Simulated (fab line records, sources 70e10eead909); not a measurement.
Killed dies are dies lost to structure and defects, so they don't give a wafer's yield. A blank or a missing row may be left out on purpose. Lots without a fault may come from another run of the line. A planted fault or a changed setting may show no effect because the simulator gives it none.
Which tool did it? | flow nand_harc | 7 lots, 20 wafers sampled, at 2 steps of a route of 1302

WHAT THE GAUGES READ, wafer by wafer
NHARC_A_ONON_D1_THK_MEAS_27: measures by ellipsometry.
lot  | measured     | on            | thk_nm (nm)
L726 | day 8 21:33  | film_metro-02 | 988 988 989
L729 | day 10 20:26 | film_metro-02 | 980 979 980
L732 | day 11 15:29 | film_metro-01 | 996 996 996
L736 | day 13 03:02 | film_metro-02 | 678 679
L739 | day 14 06:59 | film_metro-01 | 986 983 985
L743 | day 16 05:46 | film_metro-02 | 1010 1010 1009
L746 | day 17 14:54 | film_metro-01 | 997 998 998

WHICH TOOL RAN EACH LOT (tool, then ch and the chambers of the sampled wafers, then the start)
lot  | NHARC_A_ONON_D1_DEP_25
L726 | pecvd_onon-04 ch 0, day 8 21:02
L729 | pecvd_onon-04 ch 0, day 10 19:55
L732 | pecvd_onon-03 ch 0, day 11 14:59
L736 | pecvd_onon-04 ch 0, day 13 02:36
L739 | pecvd_onon-03 ch 0, day 14 06:35
L743 | pecvd_onon-02 ch 0, day 16 05:19
L746 | pecvd_onon-04 ch 0, day 17 14:23
- NHARC_A_ONON_D1_DEP_25: target thk 1000 nm.

THE ANSWER, worked out from the rows above alone
Rule: what is usual is taken from the lots themselves. Put in order of their means at a reading, lots are off if they are a third of the lots or fewer, leave a main group of 4 or more, and stand apart from it by a gap of 3 or more times the standard deviation of the main group's means; of several such gaps the widest counts. A main group whose means are all the same, to the digits that the tables above print for the reading, isn't used. A lot without any number at a reading at which 4 lots or more have one is off too. The other lots that the step has rows for count as sound.
Off: L736, at NHARC_A_ONON_D1_THK_MEAS_27 (thk_nm). The main group: mean 993 nm, standard deviation 9.8.
A tool fits if, at a process step before that reading, it ran every lot that is off, and no sound lot after the first of them. The gauges at NHARC_A_ONON_D1_THK_MEAS_27 are tried like those tools. None of those tried fits.

WHAT THE SIMULATOR HAD PUT IN
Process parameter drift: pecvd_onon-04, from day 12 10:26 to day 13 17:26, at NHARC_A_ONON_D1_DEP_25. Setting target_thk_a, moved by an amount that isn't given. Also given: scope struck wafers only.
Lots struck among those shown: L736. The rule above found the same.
